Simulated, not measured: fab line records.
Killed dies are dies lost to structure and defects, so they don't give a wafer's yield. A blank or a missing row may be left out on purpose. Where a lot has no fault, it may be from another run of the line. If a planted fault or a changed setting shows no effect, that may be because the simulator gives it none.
A struck lot beside a sound one	flow n5-finfet	18 out of 1938 route steps
Sound: wafers L769.1, L769.2, L769.6. Struck: wafer L778.3 (L778.1, L778.4, from the same lot, were not struck and are left out); the cause is given at the end.
Order at every step that has rows: each side's tool, ch and its chambers, its first start. Under that, the readings that differ: sound wafers	struck wafers	difference of the means	sigmas: that difference in standard deviations of wafers without a fault.
alike: a reading whose means differ by less than 2 such deviations, as well as words and numbers matching on both sides. not compared: withheld readings; readings where some wafer has no value; bounds like >300 that might hide an equal value; numbers whose values overlap and for which the record gives no deviation.
A row with sigmas, a row that says differs or no value, or rows on one side alone: a step with any of these is where the two part. Numbers that have no deviation but don't overlap get no sigmas and don't part them. A reading that every wafer of one side lacks parts them only if that side has two wafers or more.

N5_BEOL_M0_SAQP_PECVD_03: deposits SiCN from 3MS/NH3, target thk 12 nm, time 21.1 s.
  sound on pecvd-02 ch 0,1, day 5 14:00; struck on pecvd-02 ch 2, day 7 19:13
  alike: showerhead-plenum-p-Torr, throttle-valve-pct
N5_BEOL_M0_SAQP_PECVD_96: deposits a-Si from SiH4/He, target thk 45 nm, time 45.2 s.
  sound on pecvd-02 ch 0,1, day 5 14:02; struck on pecvd-02 ch 2, day 7 19:15
  alike: heater-power-w, showerhead-plenum-p-Torr, throttle-valve-pct
N5_BEOL_M0_SAQP_PECVD_97: deposits SiNx from SiH4/NH3/N2, target thk 23 nm, time 19.9 s.
  sound on pecvd-02 ch 0,1, day 5 14:05; struck on pecvd-02 ch 2, day 7 19:18
  alike: heater-power-w, showerhead-plenum-p-Torr, throttle-valve-pct
N5_BEOL_M0_SAQP_PECVD_04: deposits a-Si from SiH4/He, target thk 60 nm, time 60.2 s.
  sound on pecvd-02 ch 0,1, day 5 14:07; struck on pecvd-02 ch 2, day 7 19:20
reading	sound	struck	difference	sigmas
heater-power-w (W)	564 649 565	737	+144	+2
  alike: showerhead-plenum-p-Torr, throttle-valve-pct
N5_BEOL_M0_SAQP_THK_MEAS_05:
  sound on film-metro-02, day 5 14:13; struck on film-metro-02, day 7 19:26
  alike: thk-nm
N5_BEOL_M0_SAQP_HM_DEP_111: deposits SiO2 from SiH4/N2O, target thk 12 nm, time 7.2 s.
  sound on pecvd-04 ch 0,1,2, day 5 14:15; struck on pecvd-01 ch 1, day 7 19:28
  alike: heater-power-w, showerhead-plenum-p-Torr
then, 6 steps without rows for these wafers: N5_BEOL_M0_SAQP_COAT_81 (time 60 s, resist thk 100 nm); N5_BEOL_M0_SAQP_COAT_82 (time 60 s, resist thk 30 nm); N5_BEOL_M0_SAQP_COAT_08 (resist thk 90 nm); N5_BEOL_M0_SAQP_EBR_10; N5_BEOL_M0_SAQP_SOFTBAKE_09 (time 60 s); N5_BEOL_M0_SAQP_EXPOSE_11 (exposes mask M0 CORE, target cd 42 nm).
N5_BEOL_M0_SAQP_PEB_12: peb time 60 s.
  sound on litho-track-02 ch 0, day 5 14:30; struck on litho-track-02 ch 0, day 7 19:51
then, 1 step without rows for these wafers: N5_BEOL_M0_SAQP_DEVELOP_13 (develop time 30 s).
N5_BEOL_M0_SAQP_CD_MEAS_14 targets a cd of 42.5 nm.
  sound on cd-sem-03 ch 0, day 5 14:34; struck on cd-sem-01 ch 0, day 7 19:55
reading	sound	struck	difference	sigmas
cd-nm (nm)	42.6 43.1 43.1	46.8	+3.9	+12
N5_BEOL_M0_SAQP_OVL_MEAS_15:
  sound on overlay-01 ch 0, day 5 14:36; struck on overlay-01 ch 0, day 7 19:56
  alike: M0_CORE_OVL
-- here the record skips 2 days between the struck wafers' starts before and after, leaving off in module BEOL_M0_SAQP and picking up in module BEOL_M4 (first step shown: number 1111 of the route) --
N5_BEOL_M4_RC_MEAS_101:
  sound on prober-02 ch 0, day 7 17:55; struck on prober-02 ch 0, day 9 21:11
reading	sound	struck	difference	sigmas
DIBL_N (mV/V)	38.9 37.2 36.5	33.8	-3.7	-2
  alike: DIBL_P, IOFF_N, IOFF_P, ION_N, ION_P, SS_N, SS_P, VT_N, VT_P
-- the record jumps here: 4 days lie between the struck wafers' starts before and after (it left off in module BEOL_M4 and takes up again in module PASSIVATION, whose first step shown is number 1936 of the route) --
N5_PASSIVATION_PROBE_49:
  the record has rows for the struck wafers here (prober-02, day 14 05:32) and none for the sound ones

WHERE THEY PART
Earliest at N5_BEOL_M0_SAQP_PECVD_04; latest, in this record, at N5_PASSIVATION_PROBE_49.

WHY: the cause the simulator had injected
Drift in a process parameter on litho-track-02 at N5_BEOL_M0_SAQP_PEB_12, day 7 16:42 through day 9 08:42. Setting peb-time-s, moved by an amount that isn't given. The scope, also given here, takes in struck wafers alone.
